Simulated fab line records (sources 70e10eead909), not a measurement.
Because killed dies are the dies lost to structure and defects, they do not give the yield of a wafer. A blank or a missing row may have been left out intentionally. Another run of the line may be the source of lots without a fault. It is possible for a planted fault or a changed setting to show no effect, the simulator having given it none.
What tool caused it? + flow nandHarc + at 1 step of a route of 1302, 15 lots with 45 wafers sampled

== WHAT THE GAUGES READ, wafer by wafer ==
NHARC_A_CHANNEL_HOLE_D2_OVL_MEAS_11.
| lot  | measured     | on         | overlayXNm (nm) | overlayYNm (nm) |
|------|--------------|------------|-----------------|-----------------|
| L138 | day 13 06:34 | overlay-01 | 0.4 0.0 0.4     | -0.2 0.1 -0.2   |
| L139 | day 14 04:12 | overlay-02 | 1.0 0.1 0.9     | 0.2 1.0 0.1     |
| L143 | day 14 18:00 | overlay-02 | -0.2 -0.4 0.5   | -0.3 0.1 -0.3   |
| L144 | day 15 17:07 | overlay-02 | -0.8 -0.6 -0.8  | -0.7 -0.3 -1.2  |
| L146 | day 16 08:24 | overlay-01 | -1.9 -2.3 -2.0  | -0.1 -0.4 -0.8  |
| L145 | day 16 17:14 | overlay-01 | 1.3 1.6 0.9     | -1.4 -1.4 -1.4  |
| L147 | day 16 18:09 | overlay-01 | 1.0 0.5 1.0     | 0.5 0.4 -0.4    |
| L148 | day 17 11:13 | overlay-02 | 0.5 1.0 1.3     | 0.5 0.8 0.5     |
| L149 | day 18 03:32 | overlay-02 | -0.8 -0.2 -0.5  | 0.6 0.0 0.5     |
| L151 | day 18 14:43 | overlay-01 | -1.9 -1.1 -1.6  | 0.6 0.4 0.3     |
| L153 | day 19 08:01 | overlay-01 | -0.2 -0.2 -0.1  | -0.4 -0.2 -0.8  |
| L152 | day 19 10:02 | overlay-01 | -0.6 -0.9 -0.7  | 0.7 0.9 1.3     |
| L158 | day 21 10:20 | overlay-01 | -1.1 -0.9 -0.2  | 0.2 -0.1 0.4    |
| L160 | day 22 16:22 | overlay-01 | 0.8 0.8 0.7     | -0.6 -0.9 -0.1  |
| L161 | day 23 04:07 | overlay-02 | 0.1 0.1 -0.1    | 0.1 0.1 0.7     |

== TOOL THAT RAN EACH LOT (tool first, then ch and the chambers of the sampled wafers, then the start) ==
Before these readings, the record contains no process step.

== WHAT THE TOOLS THEMSELVES READ (means of the sampled wafers that have a number; where no wafer has one, the mark that the record gives instead) ==
The record holds no such reading with a usual standard deviation.

== THE ANSWER, worked out from the rows above alone ==
Rule: the lots themselves supply what counts as usual. Put in order of their means at a reading, lots are off if they are a third of the lots or fewer, leave a main group of 4 or more, and stand apart from it by a gap of 3 or more times the standard deviation of the main group's means; of several such gaps the widest counts. A main group whose means are all the same, to the digits that the tables above print for the reading, isn't used. A lot without any number at a reading at which 4 lots or more have one is off too. The other lots that the step has rows for count as sound. The gauges are gone through in route order, then the tools' own readings, and for those a lot's mean is taken as printed above. At the first step where some lot is off, the reading lying furthest off is the one used; lots without a number count as furthest.
Across all readings shown, no lot is off: no conclusion can be drawn from this.

== WHAT THE SIMULATOR HAD PUT IN ==
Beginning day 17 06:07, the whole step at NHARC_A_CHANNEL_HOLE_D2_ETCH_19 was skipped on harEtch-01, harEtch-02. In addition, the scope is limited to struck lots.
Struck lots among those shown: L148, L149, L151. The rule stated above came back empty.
